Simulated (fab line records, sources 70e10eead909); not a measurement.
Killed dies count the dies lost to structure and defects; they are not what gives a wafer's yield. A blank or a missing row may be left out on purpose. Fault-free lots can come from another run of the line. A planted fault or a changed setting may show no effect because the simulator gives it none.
Which tool was responsible? || flow nand harc || 7 lots, 21 wafers sampled, at 3 steps of a route of 1159

== WHAT THE GAUGES SHOWED, per wafer ==
NHARC_A_ONON_D1_THK_MEAS_02: measures by ellipsometry.
{"lot": "L259", "measured": "day 8 01:41", "on": "film metro-01", "thk nm (nm)": "995 992 996"}
{"lot": "L261", "measured": "day 8 15:44", "on": "film metro-01", "thk nm (nm)": "998 999 997"}
{"lot": "L264", "measured": "day 8 23:04", "on": "film metro-02", "thk nm (nm)": "997 997 998"}
{"lot": "L269", "measured": "day 10 20:56", "on": "film metro-02", "thk nm (nm)": "1350 1351 1350"}
{"lot": "L273", "measured": "day 11 10:32", "on": "film metro-02", "thk nm (nm)": "1346 1349 1347"}
{"lot": "L277", "measured": "day 12 06:40", "on": "film metro-01", "thk nm (nm)": "992 993 992"}
{"lot": "L280", "measured": "day 13 18:35", "on": "film metro-02", "thk nm (nm)": "988 988 986"}

== WHICH TOOL RAN EACH LOT (tool, then ch and the chambers of the sampled wafers, then the start) ==
{"lot": "L259", "NHARC_P_BONDPAD_STRIP_15": "rie diel-05 ch 1,2, day 6 23:00", "NHARC_A_ONON_D1_DEP_00": "pecvd onon-02 ch 0, day 8 01:11"}
{"lot": "L261", "NHARC_P_BONDPAD_STRIP_15": "rie diel-05 ch 1,2,3, day 7 13:10", "NHARC_A_ONON_D1_DEP_00": "pecvd onon-03 ch 0, day 8 15:13"}
{"lot": "L264", "NHARC_P_BONDPAD_STRIP_15": "rie diel-12 ch 0,2,3, day 7 20:56", "NHARC_A_ONON_D1_DEP_00": "pecvd onon-04 ch 0, day 8 22:34"}
{"lot": "L269", "NHARC_P_BONDPAD_STRIP_15": "rie diel-06 ch 0,1,3, day 9 14:42", "NHARC_A_ONON_D1_DEP_00": "pecvd onon-04 ch 0, day 10 20:29"}
{"lot": "L273", "NHARC_P_BONDPAD_STRIP_15": "rie diel-12 ch 1,2,3, day 10 08:54", "NHARC_A_ONON_D1_DEP_00": "pecvd onon-04 ch 0, day 11 10:00"}
{"lot": "L277", "NHARC_P_BONDPAD_STRIP_15": "rie diel-05 ch 0,2,3, day 11 08:28", "NHARC_A_ONON_D1_DEP_00": "pecvd onon-03 ch 0, day 12 06:12"}
{"lot": "L280", "NHARC_P_BONDPAD_STRIP_15": "rie diel-12 ch 1,2,3, day 12 13:50", "NHARC_A_ONON_D1_DEP_00": "pecvd onon-02 ch 0, day 13 18:07"}
- NHARC_P_BONDPAD_STRIP_15: strips in O2.
- NHARC_A_ONON_D1_DEP_00: target thk 1000 nm.

== THE ANSWER, worked out from the rows above alone ==
Rule: what is usual is taken from the lots themselves. The widest of any qualifying gaps counts: lots, ordered by their means at a reading, are off when they make up no more than a third of the lots, leave a main group of 4 or more, and stand apart from it by 3 or more times the standard deviation of that group's means. Not used: any main group whose means are identical at the precision the tables above print for the reading. A lot without any number at a reading at which 4 lots or more have one is off too. Any other lot the step has rows for is counted as sound.
Off: L269, L273 (NHARC_A_ONON_D1_THK_MEAS_02, thk nm). The main group: mean 994 nm, standard deviation 3.9.
A tool fits if, at a process step before that reading, it ran every lot that is off, and no sound lot after the first of them. Gauges at NHARC_A_ONON_D1_THK_MEAS_02: tried the same way as those tools. One fits: pecvd onon-04 at NHARC_A_ONON_D1_DEP_00. A fault onset in the window from L264 (day 8 22:34, its last sound lot) to L269 (day 10 20:29, its first lot off) fits.

== WHAT THE SIMULATOR PUT IN ==
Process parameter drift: pecvd onon-04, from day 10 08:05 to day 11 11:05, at NHARC_A_ONON_D1_DEP_00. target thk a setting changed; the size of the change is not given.
Shown lots that were struck: L269, L273. The rule above found the same.
